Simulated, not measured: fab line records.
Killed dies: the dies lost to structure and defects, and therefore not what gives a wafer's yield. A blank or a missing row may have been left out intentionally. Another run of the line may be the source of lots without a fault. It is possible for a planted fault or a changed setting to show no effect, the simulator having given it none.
The tool behind it: which one? | flow n5Finfet | 72 wafers from 24 lots sampled at 6 of the route's 1938 steps

## WHAT THE GAUGES READ, wafer by wafer
N5_BEOL_M0_CUTY_CD_MEAS_57 targets a cd of 200 nm.
lot  | measured     | on       | cdNm (nm)
L074 | day 5 18:38  | cdSem-03 | 200.1 201.0 200.4
L075 | day 6 01:11  | cdSem-01 | 200.6 200.5 198.8
L076 | day 6 08:40  | cdSem-02 | 199.0 199.4 199.0
L077 | day 6 12:24  | cdSem-03 | 199.6 198.8 199.8
L078 | day 6 23:19  | cdSem-02 | 198.3 199.2 199.8
L079 | day 7 02:09  | cdSem-03 | 199.6 199.2 199.7
L080 | day 7 15:57  | cdSem-01 | 199.1 197.9 197.3
L081 | day 7 17:07  | cdSem-02 | 199.2 199.9 201.1
L082 | day 7 21:24  | cdSem-03 | 200.8 199.8 200.4
L083 | day 8 03:37  | cdSem-03 | 200.5 200.7 201.1
L084 | day 8 08:58  | cdSem-01 | 200.1 199.7 199.6
L085 | day 8 14:10  | cdSem-02 | 201.9 199.3 200.3
L086 | day 9 01:08  | cdSem-01 | 198.9 199.9 200.0
L087 | day 9 06:16  | cdSem-03 | 202.6 199.3 201.1
L088 | day 9 11:33  | cdSem-01 | 198.2 198.2 198.2
L089 | day 9 15:11  | cdSem-02 | 199.2 198.0 199.0
L090 | day 9 22:53  | cdSem-02 | 197.9 199.0 198.9
L091 | day 10 06:56 | cdSem-02 | 199.6 200.7 200.3
L092 | day 10 11:04 | cdSem-01 | 198.8 199.7 200.2
L093 | day 10 18:43 | cdSem-03 | 198.5 199.7 199.8
L094 | day 10 21:37 | cdSem-03 | 199.4 199.8 200.2
L095 | day 10 22:14 | cdSem-03 | 199.8 197.2 196.9
L096 | day 11 13:34 | cdSem-01 | 199.9 199.1 198.1
L097 | day 11 19:14 | cdSem-02 | 201.7 201.6 200.1

N5_BEOL_M1_CD_MEAS_11 targets a cd of 17.05 nm.
lot  | measured     | on       | cdNm (nm)
L074 | day 6 04:02  | cdSem-03 | 17.57 17.40 17.51
L075 | day 6 07:49  | cdSem-03 | 17.19 16.75 16.67
L076 | day 6 19:28  | cdSem-01 | 16.91 16.93 17.03
L077 | day 6 21:02  | cdSem-02 | 16.95 16.86 16.82
L078 | day 7 07:34  | cdSem-02 | 16.67 16.63 16.84
L079 | day 7 08:50  | cdSem-02 | 17.20 17.01 16.79
L080 | day 7 22:01  | cdSem-02 | 16.72 17.15 16.82
L081 | day 8 01:45  | cdSem-01 | 16.64 16.87 17.11
L082 | day 8 09:11  | cdSem-01 | 16.84 16.94 16.98
L083 | day 8 09:23  | cdSem-02 | 16.68 17.20 17.49
L084 | day 8 16:40  | cdSem-03 | 17.09 17.01 16.96
L085 | day 8 22:14  | cdSem-03 | 16.93 17.14 16.99
L086 | day 9 08:31  | cdSem-03 | 17.19 17.13 17.21
L087 | day 9 15:33  | cdSem-03 | 17.26 17.26 17.42
L088 | day 9 21:01  | cdSem-01 | 17.29 16.78 16.92
L089 | day 9 20:46  | cdSem-03 | 16.92 17.52 17.08
L090 | day 10 05:23 | cdSem-01 | 17.22 17.05 17.41
L091 | day 10 15:17 | cdSem-01 | 16.50 16.99 17.08
L092 | day 10 21:02 | cdSem-02 | 17.01 16.80 16.88
L093 | day 11 01:24 | cdSem-02 | 16.87 17.09 17.15
L094 | day 11 05:32 | cdSem-02 | 17.11 17.03 17.22
L095 | day 11 07:07 | cdSem-02 | 17.35 16.96 17.37
L096 | day 11 20:19 | cdSem-03 | 16.82 16.76 17.07
L097 | day 12 01:52 | cdSem-02 | 16.91 17.06 16.99

## EACH LOT AND THE TOOL THAT RAN IT (in order: tool; ch and the chambers of the sampled wafers; start)
lot  | N5_BEOL_M0_SAQP_RECESS_109        | N5_BEOL_M0_SAQP_SPACER2_ETCHBACK_27 | N5_BEOL_M0_HM_OPEN_105           | N5_BEOL_M0_CMP_120
L074 | vaporEtch-02 ch 0,1, day 5 15:14  | rieDiel-04 ch 1,2,3, day 5 16:07    | rieMetal-02 ch 0,1, day 5 22:43  | cmp-03 ch 0,2,3, day 6 02:40
L075 | vaporEtch-02 ch 0,1, day 5 22:31  | rieDiel-06 ch 0,1,3, day 5 23:12    | rieMetal-03 ch 0, day 6 01:52    | cmp-03 ch 2,3, day 6 04:57
L076 | vaporEtch-02 ch 0,1, day 6 03:35  | rieDiel-06 ch 1,2,3, day 6 05:22    | rieMetal-03 ch 0,1, day 6 10:09  | cmp-02 ch 0,2, day 6 15:58
L077 | vaporEtch-01 ch 0,1, day 6 09:48  | rieDiel-03 ch 0,1,2, day 6 10:28    | rieMetal-03 ch 0,1, day 6 16:02  | cmp-02 ch 0,3, day 6 19:13
L078 | vaporEtch-01 ch 0,1, day 6 20:22  | rieDiel-03 ch 0,1,2, day 6 21:07    | rieMetal-01 ch 0,1, day 7 01:04  | cmp-03 ch 0,1,2, day 7 06:18
L079 | vaporEtch-02 ch 0,1, day 6 23:22  | rieDiel-03 ch 1,2,3, day 7 00:04    | rieMetal-01 ch 0,1, day 7 04:41  | cmp-03 ch 0,1,3, day 7 07:40
L080 | vaporEtch-01 ch 0,1, day 7 11:45  | rieDiel-04 ch 1,2,3, day 7 13:22    | rieMetal-03 ch 0,1, day 7 17:35  | cmp-02 ch 0,2,3, day 7 20:46
L081 | vaporEtch-01 ch 0,1, day 7 13:19  | rieDiel-03 ch 2,3, day 7 14:54      | rieMetal-02 ch 0,1, day 7 17:34  | cmp-03 ch 0,1, day 7 20:53
L082 | vaporEtch-02 ch 0,1, day 7 18:19  | rieDiel-04 ch 0,2,3, day 7 19:05    | rieMetal-02 ch 1, day 8 01:30    | cmp-02 ch 0,1,3, day 8 05:41
L083 | vaporEtch-01 ch 0,1, day 7 23:11  | rieDiel-04 ch 0,1,3, day 8 00:22    | rieMetal-03 ch 0,1, day 8 04:07  | cmp-03 ch 0,1,3, day 8 07:03
L084 | vaporEtch-02 ch 0,1, day 8 05:59  | rieDiel-06 ch 0,3, day 8 06:51      | rieMetal-02 ch 1, day 8 09:42    | cmp-02 ch 1,2, day 8 14:00
L085 | vaporEtch-01 ch 0,1, day 8 11:08  | rieDiel-04 ch 0,1,3, day 8 12:04    | rieMetal-01 ch 0, day 8 17:35    | cmp-03 ch 1,2,3, day 8 20:14
L086 | vaporEtch-02 ch 0,1, day 8 21:03  | rieDiel-04 ch 0,1,3, day 8 22:55    | rieMetal-03 ch 0,1, day 9 04:02  | cmp-04 ch 0,1,2, day 9 06:50
L087 | vaporEtch-02 ch 0,1, day 9 02:14  | rieDiel-04 ch 0,1, day 9 03:56      | rieMetal-03 ch 0,1, day 9 06:53  | cmp-03 ch 1,2,3, day 9 11:31
L088 | vaporEtch-01 ch 0,1, day 9 08:40  | rieDiel-04 ch 0,1, day 9 09:19      | rieMetal-02 ch 0,1, day 9 16:07  | cmp-03 ch 1,2,3, day 9 19:40
L089 | vaporEtch-01 ch 0,1, day 9 12:08  | rieDiel-06 ch 0,1,3, day 9 13:11    | rieMetal-01 ch 1, day 9 16:00    | cmp-02 ch 1,2,3, day 9 19:37
L090 | vaporEtch-02 ch 0,1, day 9 19:52  | rieDiel-04 ch 1,2,3, day 9 20:47    | rieMetal-03 ch 0,1, day 10 00:05 | cmp-04 ch 1,2,3, day 10 03:13
L091 | vaporEtch-02 ch 0,1, day 10 04:20 | rieDiel-06 ch 1,3, day 10 05:07     | rieMetal-02 ch 0,1, day 10 09:32 | cmp-04 ch 2,3, day 10 12:15
L092 | vaporEtch-01 ch 0,1, day 10 08:05 | rieDiel-06 ch 0,1,3, day 10 08:47   | rieMetal-03 ch 0,1, day 10 13:56 | cmp-02 ch 0,1,2, day 10 18:43
L093 | vaporEtch-01 ch 0,1, day 10 14:38 | rieDiel-04 ch 0,1, day 10 16:38     | rieMetal-02 ch 0,1, day 10 19:49 | cmp-02 ch 0,1,3, day 10 23:13
L094 | vaporEtch-01 ch 0,1, day 10 17:15 | rieDiel-06 ch 1,3, day 10 18:55     | rieMetal-01 ch 0,1, day 10 22:01 | cmp-03 ch 0,2,3, day 11 02:20
L095 | vaporEtch-02 ch 0,1, day 10 18:58 | rieDiel-03 ch 1,2, day 10 20:08     | rieMetal-02 ch 1, day 11 00:59   | cmp-04 ch 0,1, day 11 05:32
L096 | vaporEtch-01 ch 0,1, day 11 10:01 | rieDiel-03 ch 0,1, day 11 10:43     | rieMetal-03 ch 0,1, day 11 14:38 | cmp-02 ch 0,2, day 11 17:48
L097 | vaporEtch-02 ch 0,1, day 11 16:20 | rieDiel-03 ch 1,2, day 11 17:04     | rieMetal-02 ch 0,1, day 11 19:46 | cmp-03 ch 2,3, day 12 00:31
- N5_BEOL_M0_SAQP_RECESS_109: chemistry HF/NH3, target SiO2, target depth 3 nm, afs cycles 1, sublimation time 60 s.
- N5_BEOL_M0_SAQP_SPACER2_ETCHBACK_27: etches SiO2 in CHF3/O2, target depth 22.5 nm, time 11.25 s.
- N5_BEOL_M0_HM_OPEN_105: chemistry Cl2/BCl3, target TiN, target depth 12 nm.
- N5_BEOL_M0_CMP_120: polishes, stops on SiOC, t overpolish 6.9 s.

## WHAT THE TOOLS THEMSELVES READ (means of the sampled wafers that have a number; where no wafer has one, the mark that the record gives instead)
N5_BEOL_M0_SAQP_RECESS_109.
lot  | tool         | drypumpMotorCurrentA (A)
L074 | vaporEtch-02 | 6.1
L075 | vaporEtch-02 | 5.9
L076 | vaporEtch-02 | 6.0
L077 | vaporEtch-01 | 5.7
L078 | vaporEtch-01 | 6.1
L079 | vaporEtch-02 | 5.9
L080 | vaporEtch-01 | 6.0
L081 | vaporEtch-01 | 5.8
L082 | vaporEtch-02 | 6.0
L083 | vaporEtch-01 | 5.8
L084 | vaporEtch-02 | 6.0
L085 | vaporEtch-01 | 5.7
L086 | vaporEtch-02 | 6.1
L087 | vaporEtch-02 | 6.1
L088 | vaporEtch-01 | 6.1
L089 | vaporEtch-01 | 6.1
L090 | vaporEtch-02 | 6.0
L091 | vaporEtch-02 | 6.1
L092 | vaporEtch-01 | 6.1
L093 | vaporEtch-01 | 6.1
L094 | vaporEtch-01 | 6.0
L095 | vaporEtch-02 | 6.1
L096 | vaporEtch-01 | 6.1
L097 | vaporEtch-02 | 6.0

N5_BEOL_M0_SAQP_SPACER2_ETCHBACK_27.
lot  | tool       | drypumpMotorCurrentA (A) | oesProductAu (a.u.) | rfVppV (V) | showerheadPlenumPTorr (Torr) | throttleValvePct (%)
L074 | rieDiel-04 | 6.0                      | 0.75                | 533        | 2.43                         | 18.93
L075 | rieDiel-06 | 5.9                      | 0.82                | 512        | 2.35                         | 19.02
L076 | rieDiel-06 | 6.0                      | 0.80                | 519        | 2.41                         | 18.99
L077 | rieDiel-03 | 6.0                      | 0.79                | 511        | 2.37                         | 18.93
L078 | rieDiel-03 | 6.0                      | 0.78                | 511        | 2.37                         | 18.93
L079 | rieDiel-03 | 5.8                      | 0.71                | 510        | 2.33                         | 18.93
L080 | rieDiel-04 | 5.9                      | 0.74                | 531        | 2.42                         | 18.96
L081 | rieDiel-03 | 6.2                      | 0.69                | 510        | 2.36                         | 18.84
L082 | rieDiel-04 | 5.7                      | 0.75                | 530        | 2.36                         | 18.92
L083 | rieDiel-04 | 5.8                      | 0.76                | 519        | 2.36                         | 18.72
L084 | rieDiel-06 | 5.8                      | 0.75                | 503        | 2.33                         | 19.06
L085 | rieDiel-04 | 5.8                      | 0.75                | 518        | 2.36                         | 18.74
L086 | rieDiel-04 | 5.7                      | 0.75                | 519        | 2.36                         | 18.73
L087 | rieDiel-04 | 6.0                      | 0.73                | 523        | 2.44                         | 18.79
L088 | rieDiel-04 | 5.7                      | 0.74                | 521        | 2.37                         | 18.75
L089 | rieDiel-06 | 5.9                      | 0.79                | 511        | 2.34                         | 19.06
L090 | rieDiel-04 | 6.0                      | 0.83                | 532        | 2.42                         | 18.85
L091 | rieDiel-06 | 6.1                      | 0.84                | 511        | 2.36                         | 19.06
L092 | rieDiel-06 | 5.9                      | 0.77                | 510        | 2.34                         | 19.06
L093 | rieDiel-04 | 5.7                      | 0.72                | 521        | 2.37                         | 18.77
L094 | rieDiel-06 | 6.1                      | 0.82                | 511        | 2.36                         | 19.08
L095 | rieDiel-03 | 5.9                      | 0.80                | 512        | 2.32                         | 18.90
L096 | rieDiel-03 | 5.7                      | 0.77                | 512        | 2.33                         | 19.11
L097 | rieDiel-03 | 6.2                      | 0.86                | 510        | 2.34                         | 18.68

N5_BEOL_M0_HM_OPEN_105.
lot  | tool        | drypumpMotorCurrentA (A) | heBacksideLeakSccm (sccm) | oesProductAu (a.u.) | throttleValvePct (%)
L074 | rieMetal-02 | 5.8                      | 3.31                      | 0.76                | 21.60
L075 | rieMetal-03 | 5.6                      | 3.28                      | 0.78                | 21.65
L076 | rieMetal-03 | 5.8                      | 3.14                      | 0.80                | 21.87
L077 | rieMetal-03 | 5.8                      | 3.24                      | 0.80                | 21.85
L078 | rieMetal-01 | 5.3                      | 3.18                      | 0.84                | 22.01
L079 | rieMetal-01 | 5.4                      | 3.40                      | 0.72                | 22.00
L080 | rieMetal-03 | 5.8                      | 3.13                      | 0.80                | 21.85
L081 | rieMetal-02 | 6.1                      | 3.49                      | 0.76                | 21.50
L082 | rieMetal-02 | 6.3                      | 3.65                      | 0.76                | 21.40
L083 | rieMetal-03 | 5.7                      | 3.17                      | 0.79                | 21.74
L084 | rieMetal-02 | 6.3                      | 3.43                      | 0.76                | 21.40
L085 | rieMetal-01 | 5.2                      | 3.06                      | 0.93                | 22.01
L086 | rieMetal-03 | 5.8                      | 3.23                      | 0.79                | 21.86
L087 | rieMetal-03 | 5.7                      | 3.13                      | 0.78                | 21.78
L088 | rieMetal-02 | 5.8                      | 3.33                      | 0.74                | 21.61
L089 | rieMetal-01 | 5.5                      | 3.32                      | 1.00                | 21.98
L090 | rieMetal-03 | 5.8                      | 3.26                      | 0.78                | 21.77
L091 | rieMetal-02 | 5.9                      | 3.22                      | 0.74                | 21.61
L092 | rieMetal-03 | 5.8                      | 3.22                      | 0.78                | 21.88
L093 | rieMetal-02 | 6.1                      | 3.42                      | 0.75                | 21.51
L094 | rieMetal-01 | 5.3                      | 3.18                      | 0.91                | 22.03
L095 | rieMetal-02 | 6.3                      | 3.42                      | 0.75                | 21.41
L096 | rieMetal-03 | 5.8                      | 3.20                      | 0.78                | 21.86
L097 | rieMetal-02 | 6.1                      | 3.56                      | 0.74                | 21.51

N5_BEOL_M0_CMP_120.
lot  | tool   | barrierFieldEndpointS (s) | clearingPlatenDownForcePsi (psi) | clearingPlatenRpm (rpm) | motorCurrentA (A) | overpolishRunS (s) | retainingRingPressureFrac | timeToEndpointS (s)
L074 | cmp-03 | 3.75                      | 1.4979                           | 50.006                  | 6.7               | 6.901              | 1.003                     | 63
L075 | cmp-03 | 3.83                      | 1.4982                           | 49.996                  | 6.5               | 6.906              | 0.996                     | 64
L076 | cmp-02 | 3.66                      | 1.5004                           | 50.001                  | 6.4               | 6.902              | 0.995                     | 62
L077 | cmp-02 | 3.53                      | 1.4997                           | 49.994                  | 6.0               | 6.897              | 1.003                     | 59
L078 | cmp-03 | 3.70                      | 1.4984                           | 50.000                  | 6.4               | 6.897              | 0.995                     | 61
L079 | cmp-03 | 3.60                      | 1.5022                           | 50.002                  | 6.6               | 6.899              | 0.999                     | 58
L080 | cmp-02 | 3.60                      | 1.5001                           | 50.024                  | 6.0               | 6.901              | 1.005                     | 65
L081 | cmp-03 | 3.72                      | 1.5003                           | 50.003                  | 6.0               | 6.891              | 1.001                     | 61
L082 | cmp-02 | 3.50                      | 1.4983                           | 50.013                  | 6.2               | 6.902              | 1.004                     | 61
L083 | cmp-03 | 3.57                      | 1.5000                           | 50.009                  | 6.6               | 6.905              | 0.997                     | 60
L084 | cmp-02 | 3.50                      | 1.5022                           | 49.999                  | 6.2               | 6.895              | 1.003                     | 67
L085 | cmp-03 | 3.60                      | 1.4994                           | 50.004                  | 6.2               | 6.901              | 1.001                     | 64
L086 | cmp-04 | 3.61                      | 1.5001                           | 49.993                  | 5.8               | 6.900              | 1.000                     | 61
L087 | cmp-03 | 3.72                      | 1.5018                           | 49.970                  | 6.0               | 6.897              | 1.003                     | 61
L088 | cmp-03 | 3.65                      | 1.4993                           | 50.015                  | 6.0               | 6.886              | 1.003                     | 61
L089 | cmp-02 | 3.64                      | 1.4998                           | 50.002                  | 6.0               | 6.902              | 0.998                     | 61
L090 | cmp-04 | 3.66                      | 1.4975                           | 50.001                  | 6.1               | 6.907              | 1.001                     | 64
L091 | cmp-04 | 3.72                      | 1.4992                           | 49.969                  | 5.6               | 6.904              | 0.998                     | 66
L092 | cmp-02 | 3.54                      | 1.4989                           | 49.993                  | 6.4               | 6.914              | 1.000                     | 63
L093 | cmp-02 | 3.46                      | 1.5030                           | 49.981                  | 6.4               | 6.898              | 1.003                     | 57
L094 | cmp-03 | 3.82                      | 1.5024                           | 50.014                  | 6.7               | 6.900              | 1.000                     | 69
L095 | cmp-04 | 3.49                      | 1.5013                           | 50.025                  | 6.0               | 6.899              | 1.000                     | 58
L096 | cmp-02 | 3.46                      | 1.4990                           | 49.976                  | 6.4               | 6.901              | 0.998                     | 62
L097 | cmp-03 | 3.67                      | 1.4981                           | 49.999                  | 6.2               | 6.908              | 1.009                     | 65

## THE ANSWER, worked out from the rows above alone
Rule: the usual values come from the lots themselves. The widest of any qualifying gaps counts: lots, ordered by their means at a reading, are off when they make up no more than a third of the lots, leave a main group of 4 or more, and stand apart from it by 3 or more times the standard deviation of that group's means. A main group whose means are all the same, to the digits that the tables above print for the reading, isn't used. A lot without any number at a reading at which 4 lots or more have one is off too. Any other lot the step has rows for is counted as sound. The gauges are gone through in route order, then the tools' own readings, and for those a lot's mean is taken as printed above. The first step at which some lot is off is used, and at that step the reading that is off furthest; a lot without a number counts as furthest.
None of the lots is off at any reading shown; this tells nothing.

## WHAT HAD BEEN PUT IN BY THE SIMULATOR
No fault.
